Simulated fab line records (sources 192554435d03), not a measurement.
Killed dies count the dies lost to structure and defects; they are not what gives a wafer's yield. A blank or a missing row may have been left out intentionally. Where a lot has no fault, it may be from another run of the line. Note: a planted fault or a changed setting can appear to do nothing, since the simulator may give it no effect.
Problem report in the 8D (eight disciplines) form, filled by code | flow n5Finfet | the parts of the form that need people (team, actions taken, sign-off) are left out

1. WHAT WENT WRONG
Mean of runLengthS at N5_BEOL_M6_VIA_ETCH_34: 77.5 s across 3 wafers in 3 lots; on wafers with no fault it is 74.5 s (standard deviation 0.38). Measured from the usual mean, that is +8.0 standard deviations.
The step: etches SiCOH lowk in C4F6/O2, target depth 126.3 nm, time 50.9 s.
First observed at day 13 22:33: wafer L781.5, on rieDiel-03. The record holds 19 wafers of 7 lots with a number at this step. Rule for "out", or "out of limits": more than 4 standard deviations from the usual mean. The other wafers with a number count as sound.

2. WHAT IT IS, AND WHAT IT ISN'T
question                    | is                     | is not
which readings at this step | runLengthS             | drypumpMotorCurrentA, oesProductAu, rfVppV, showerheadPlenumPTorr, throttleValvePct
which lots                  | L781, L782, L783       | L769, L770, L780, L785
which wafers of those lots  | L781.5, L782.3, L783.3 | L781.4, L782.4, L783.2, L783.4
read on which tools         | rieDiel-03             | rieDiel-02, rieDiel-05
when                        | from day 13 22:33      | up to then (10 sound wafers); but 6 sound wafers of L782, L783, L785 came after

3. WHAT RULES OUT EACH SUSPECT
Counting: any tool at a process step up to the reading remains a suspect provided it ran every lot that is out. Sound lots after the first of them don't rule it out here, since some wafers of a struck lot are sound.
- rieDiel-03 at N5_BEOL_M6_DESCUM_33 (chemistry O2, time 7 s): kept. It ran every lot that is out, first L781 (day 13 22:22); its last sound lot up to then is L769 (day 11 00:06).
- rieDiel-03 at N5_BEOL_M6_ETCH_72 (etches underlayer in N2/H2, target depth 6.5 nm, time 5.2 s): kept. It ran every lot that is out, first L781 (day 13 22:24); its last sound lot up to then is L769 (day 11 00:08).
- rieDiel-03 at N5_BEOL_M6_ETCH_65 (etches SiARC in CF4, target depth 15.6 nm, time 26 s): kept. It ran every lot that is out, first L781 (day 13 22:25); its last sound lot up to then is L769 (day 11 00:09).
- rieDiel-03 at N5_BEOL_M6_ETCH_66 (etches SOC in N2/H2, target depth 80 nm, overetch 16 nm, time 120 s): kept. It ran every lot that is out, first L781 (day 13 22:27); its last sound lot up to then is L769 (day 11 00:11).
- rieDiel-03 at N5_BEOL_M6_VIA_ETCH_34 (etches SiCOH lowk in C4F6/O2, target depth 126.3 nm, time 50.9 s): kept. It ran every lot that is out, first L781 (day 13 22:33); its last sound lot up to then is L769 (day 11 00:17). Its own runLengthS readings are out on those wafers.
Left after counting: rieDiel-03 at N5_BEOL_M6_DESCUM_33, rieDiel-03 at N5_BEOL_M6_ETCH_72, rieDiel-03 at N5_BEOL_M6_ETCH_65, rieDiel-03 at N5_BEOL_M6_ETCH_66, rieDiel-03 at N5_BEOL_M6_VIA_ETCH_34.

4. THE CAUSE (what the simulator had put in)
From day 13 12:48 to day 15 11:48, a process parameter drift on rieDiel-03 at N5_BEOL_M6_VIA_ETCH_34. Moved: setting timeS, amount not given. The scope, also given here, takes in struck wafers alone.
5 suspects survive the count, and this tool is in that group.

5. THE CHAIN OF EFFECTS, in route order
One row per reading whose mean, taken over the struck wafers that have a number, lies over 3 standard deviations from the usual. Only readings whose record carries a usual standard deviation are examined. hours: median over the lots of the time between each lot's start at the first step of this table that gives one and its start at this step. sigmas: the change, counted in usual standard deviations.
hours | step                   | reading    | usual  | on struck wafers | change | sigmas
0     | N5_BEOL_M6_VIA_ETCH_34 | runLengthS | 74.5 s | 77.5             | +3.0   | +8.0
The process steps in it:
- N5_BEOL_M6_VIA_ETCH_34: etches SiCOH lowk in C4F6/O2, target depth 126.3 nm, time 50.9 s.

6. WHAT WOULD HAVE CAUGHT IT SOONER
10 hours passed between the start of the fault at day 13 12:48 and the first reading out of limits in this record, taken at day 13 22:33.
